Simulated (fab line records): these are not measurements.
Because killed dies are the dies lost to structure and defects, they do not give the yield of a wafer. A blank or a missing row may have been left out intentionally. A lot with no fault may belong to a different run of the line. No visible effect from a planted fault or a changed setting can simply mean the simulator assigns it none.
Split-lot experiment + flow n5_finfet + 21 wafers read across 7 lots, on a route 1938 steps long

== THE SPLIT ==
At N5_BEOL_M0_ETCH_109 (etches SiCN in CH3F/O2, target depth 8 nm, overetch 2.4 nm, time 27.4 s), the setting bias_w was moved away from the recipe's 75 W on 6 of the 21 wafers read, by -14.6% to +17.9%. The other wafers ran this setting at the recipe's value.

The reading comes from the split's own step.

== THE READING ==
rf_vpp_V, in V, at N5_BEOL_M0_ETCH_109 (etches SiCN in CH3F/O2, target depth 8 nm, overetch 2.4 nm, time 27.4 s). A value of 297.2 V with a standard deviation of 1.8 V is what fault-free wafers of this fab line usually give.

| wafer  | tool, chamber at the split | bias_w as run, W | against the recipe | rf_vpp_V, V | against lot-mates on the recipe |
|--------|----------------------------|------------------|--------------------|-------------|---------------------------------|
| L079.1 | rie_diel-03, 0             | 75               | recipe             | 293.3       | -                               |
| L079.3 | rie_diel-03, 1             | 82.25            | +9.7%              | 317.0       | +23.7                           |
| L079.6 | rie_diel-03, 0             | 82.25            | +9.7%              | 312.0       | +18.7                           |
| L080.1 | rie_diel-03, 3             | 67.96            | -9.4%              | 278.9       | -14.4                           |
| L080.2 | rie_diel-03, 0             | 75               | recipe             | 293.3       | -                               |
| L080.4 | rie_diel-03, 1             | 67.96            | -9.4%              | 280.6       | -12.7                           |
| L082.3 | rie_diel-03, 2             | 88.41            | +17.9%             | 330.2       | +32.6                           |
| L082.4 | rie_diel-03, 1             | 75               | recipe             | 297.8       | -                               |
| L082.5 | rie_diel-03, 3             | 75               | recipe             | 297.4       | -                               |
| L083.2 | rie_diel-05, 3             | 75               | recipe             | 301.4       | -                               |
| L083.3 | rie_diel-05, 0             | 75               | recipe             | 297.7       | -                               |
| L083.6 | rie_diel-05, 0             | 75               | recipe             | 296.3       | -                               |
| L090.3 | rie_diel-04, 1             | 64.04            | -14.6%             | 267.2       | -30.9                           |
| L090.5 | rie_diel-04, 0             | 75               | recipe             | 300.0       | -                               |
| L090.6 | rie_diel-04, 3             | 75               | recipe             | 296.3       | -                               |
| L092.1 | rie_diel-05, 3             | 75               | recipe             | 299.3       | -                               |
| L092.5 | rie_diel-05, 3             | 75               | recipe             | 300.0       | -                               |
| L092.6 | rie_diel-05, 2             | 75               | recipe             | 292.8       | -                               |
| L096.2 | rie_diel-04, 2             | 75               | recipe             | 295.4       | -                               |
| L096.3 | rie_diel-04, 1             | 75               | recipe             | 296.1       | -                               |
| L096.6 | rie_diel-04, 0             | 75               | recipe             | 299.2       | -                               |

FIT RESULTS
A straight line over all 21 wafers: rf_vpp_V changes by +1.89 V for each +1% of bias_w; r = +0.98; the points scatter about the line by 2.5 V.
The same after taking each lot's own level away (the mean of its wafers on the recipe; 21 wafers): +1.89 V for each +1%; r = +0.98; scatter 2.7 V.
That fit puts the effect of the largest move of bias_w on the reading at 34 V.
Across the lots, their own levels run from 293.30 to 298.47 V, a range of 2.9 times the standard deviation given above.
The two slopes agree, so the slope changes little with the lot-to-lot level.
Check: for one of the wafers moved furthest among these (+17.9%), held out of the fit, the line's prediction against its lot-mates is +35.5 V. It came out at +32.6 V against them.
Tool readings at the split's step, against how far the setting was moved: rf_vpp_V r = +0.98.

== FURTHER SPLITS ON THESE WAFERS ==
Other splits were also applied to these wafers ahead of the reading. Each is held against what the fit with the lots' levels taken away leaves over:
| other split on the same wafers         | wafers away from the commonest value | r with rf_vpp_V (lot level and that fit taken away) |
|----------------------------------------|--------------------------------------|-----------------------------------------------------|
| N5_GATE_CUT_EXPOSE_10 dose_mj          | 4                                    | -0.16                                               |
| N5_MOL_CONTACT_COAG_ALD_131 ald_cycles | 9                                    | -0.32                                               |
| N5_BEOL_M0_SAQP_PECVD_04 time_s        | 3                                    | +0.11                                               |
| N5_BEOL_M0_SAQP_COAT_08 spin_rpm       | 9                                    | +0.12                                               |
| N5_BEOL_M0_SAQP_DESCUM_45 time_s       | 6                                    | -0.05                                               |
| N5_BEOL_M0_ETCH_128 source_w           | 6                                    | +0.12                                               |

== FILE'S OWN FIT ==
rf_vpp_V changes by +1.91 V for each +1% of bias_w, r = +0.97.
